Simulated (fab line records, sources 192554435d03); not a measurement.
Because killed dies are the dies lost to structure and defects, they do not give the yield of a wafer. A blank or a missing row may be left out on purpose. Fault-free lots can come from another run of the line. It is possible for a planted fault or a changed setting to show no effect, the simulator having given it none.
Chamber matching ; flow n5Finfet ; N5_BEOL_M0_CMP_120 on cmp-03 has 4 sister chambers
The step polishes, stops on SiOC, t overpolish 6.9 s. 4 wafers are shown with their chamber, then 7 later ones without.

EACH WAFER AND ITS CHAMBER
wafer;chamber;motorCurrentA (A)
L392.2;0;6.1
L392.3;2;6.3
L394.1;1;6.0
L394.4;3;7.0

WAFERS WHOSE CHAMBER IS MISSING
wafer;motorCurrentA (A)
L394.5;6.2
L405.1;5.9
L405.2;6.6
L405.6;6.1
L406.2;6.2
L406.3;6.5
L406.5;5.9

THE CHAMBER EACH PASSED THROUGH
wafer;from the rows above;in truth
L394.5;can't be placed: 2 or 0 or 1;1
L405.1;can't be placed: 1 or 0 or 2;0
L405.2;can't be placed: 2 or 3 or 0 or 1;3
L405.6;can't be placed: 0 or 1 or 2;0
L406.2;can't be placed: 2 or 0 or 1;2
L406.3;can't be placed: 2 or 0 or 1 or 3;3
L406.5;can't be placed: 1 or 0 or 2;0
Correctly placed: 0 of 7. Can't be placed from these rows: 7 (the true chamber is among the candidates in 7). Number placed wrongly: 0.
How it was worked out, from the rows above alone: a wafer's distance from a chamber is the root of the sum, over the readings, of the square of ((its reading less the chamber's mean) divided by the reading's scatter). The wafer belongs to the nearest chamber; if the next one is less than 2 further off, it can't be placed. For every chamber, the mean is computed from those of its wafers that are shown. The scatter: with one shown wafer a chamber, the root of the mean of the squares of how far each hidden wafer lies from its nearest shown one.
